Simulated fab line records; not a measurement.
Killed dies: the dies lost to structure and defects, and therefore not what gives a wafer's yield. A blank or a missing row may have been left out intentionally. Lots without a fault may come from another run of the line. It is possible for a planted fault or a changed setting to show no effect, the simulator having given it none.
Chamber matching :: flow nand harc :: 4 sister chambers for NHARC_A_BLC_ALD_23 on ald metal-01
The step deposits TiN, target thk 3 nm, pulse time 1 s, ald cycles 150. 8 wafers are shown with their chamber, then 9 later ones without.

== WAFERS WITH THEIR CHAMBER ==
wafer: L088.1
chamber: 1
heater power w (W): 999
precursor pulse height rel: 1.008

wafer: L088.4
chamber: 3
heater power w (W): 1063
precursor pulse height rel: 1.009

wafer: L087.1
chamber: 0
heater power w (W): 1140
precursor pulse height rel: 0.989

wafer: L087.4
chamber: 2
heater power w (W): 1078
precursor pulse height rel: 0.992

wafer: L087.6
chamber: 1
heater power w (W): 966
precursor pulse height rel: 0.991

wafer: L090.1
chamber: 3
heater power w (W): 1129
precursor pulse height rel: 0.997

wafer: L090.4
chamber: 0
heater power w (W): 1101
precursor pulse height rel: 1.014

wafer: L090.5
chamber: 2
heater power w (W): 1075
precursor pulse height rel: 1.018

== WAFERS WITH NO CHAMBER GIVEN ==
wafer: L093.1
heater power w (W): 1118
precursor pulse height rel: 1.003

wafer: L093.5
heater power w (W): 1114
precursor pulse height rel: 1.025

wafer: L093.6
heater power w (W): 1094
precursor pulse height rel: 1.021

wafer: L097.2
heater power w (W): 956
precursor pulse height rel: 0.973

wafer: L097.5
heater power w (W): 1017
precursor pulse height rel: 1.009

wafer: L097.6
heater power w (W): 1101
precursor pulse height rel: 1.029

wafer: L096.2
heater power w (W): 1132
precursor pulse height rel: 1.010

wafer: L096.4
heater power w (W): 1053
precursor pulse height rel: 0.979

wafer: L096.6
heater power w (W): 959
precursor pulse height rel: 1.015

== EACH ONE'S CHAMBER ==
wafer: L093.1
from the rows above: can't be placed: 0 or 3 or 2
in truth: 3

wafer: L093.5
from the rows above: can't be placed: 0 or 3 or 2
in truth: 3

wafer: L093.6
from the rows above: can't be placed: 3 or 2 or 0
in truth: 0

wafer: L097.2
from the rows above: 1
in truth: 1

wafer: L097.5
from the rows above: can't be placed: 1 or 2 or 3
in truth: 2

wafer: L097.6
from the rows above: can't be placed: 3 or 2 or 0
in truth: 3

wafer: L096.2
from the rows above: can't be placed: 0 or 3 or 2
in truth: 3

wafer: L096.4
from the rows above: can't be placed: 2 or 3 or 0 or 1
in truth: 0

wafer: L096.6
from the rows above: 1
in truth: 1
Correctly placed: 2 of 9. Unplaceable from these rows: 7, with the true chamber sitting among the candidates in 7. 0 placed wrongly.
How it was worked out, from the rows above alone: a wafer's distance from a chamber is the root of the sum, over the readings, of the square of ((its reading less the chamber's mean) divided by the reading's scatter). If the next closest chamber is less than 2 further off than the closest, the wafer can't be placed; otherwise it belongs to the closest. Each chamber's mean is taken over the wafers shown for it. How the scatter is found: for the shown wafers, subtract from each reading the mean of its chamber, square and add these, divide the total by (wafers less chambers), then take the root.
